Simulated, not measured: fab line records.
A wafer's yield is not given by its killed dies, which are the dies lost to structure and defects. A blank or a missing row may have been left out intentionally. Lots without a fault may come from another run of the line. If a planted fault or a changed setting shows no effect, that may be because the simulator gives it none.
Which tool is to blame? -- flow nand harc -- 6 lots with 17 wafers sampled at 2 steps, on a route of 1302 steps

WHAT EACH GAUGE READ, for each wafer
NHARC_A_SIN_REMOVE_INSPECT_04.
lot,measured,on,raw defect count
L360,day 24 00:19,defect inspect-01,359 442
L362,day 24 23:02,defect inspect-01,466 433 422
L363,day 25 11:13,defect inspect-02,405 570 446
L369,day 27 15:10,defect inspect-02,313 293 355
L370,day 28 02:34,defect inspect-02,260 277 302
L372,day 28 23:21,defect inspect-01,560 459 414

EACH LOT AND THE TOOL THAT RAN IT (in order: tool; ch and the chambers of the sampled wafers; start)
lot,NHARC_A_SLIT_ETCH_24
L360,"rie diel-05 ch 1, day 23 06:19"
L362,"rie diel-10 ch 0,1,3, day 24 10:07"
L363,"rie diel-08 ch 0,2,3, day 24 22:31"
L369,"rie diel-10 ch 1,3, day 27 02:04"
L370,"rie diel-05 ch 0,1,2, day 27 14:47"
L372,"rie diel-08 ch 0,1,3, day 28 09:56"
- NHARC_A_SLIT_ETCH_24: etches the open film in CF4/CHF3, target depth 121 nm, time 60.5 s.

THE ANSWER, worked out from the rows above alone
Rule: what is usual is taken from the lots themselves. The widest of any qualifying gaps counts: lots, ordered by their means at a reading, are off when they make up no more than a third of the lots, leave a main group of 4 or more, and stand apart from it by 3 or more times the standard deviation of that group's means. The tables above print the reading to a certain number of digits; a main group whose means all agree to those digits is not used. Also off: a lot with no number at a reading for which 4 or more lots have one. Where the step has rows for the other lots, those lots are counted as sound.
No lot is off at any reading shown: from this, nothing can be told.

WHAT HAD BEEN PUT IN BY THE SIMULATOR
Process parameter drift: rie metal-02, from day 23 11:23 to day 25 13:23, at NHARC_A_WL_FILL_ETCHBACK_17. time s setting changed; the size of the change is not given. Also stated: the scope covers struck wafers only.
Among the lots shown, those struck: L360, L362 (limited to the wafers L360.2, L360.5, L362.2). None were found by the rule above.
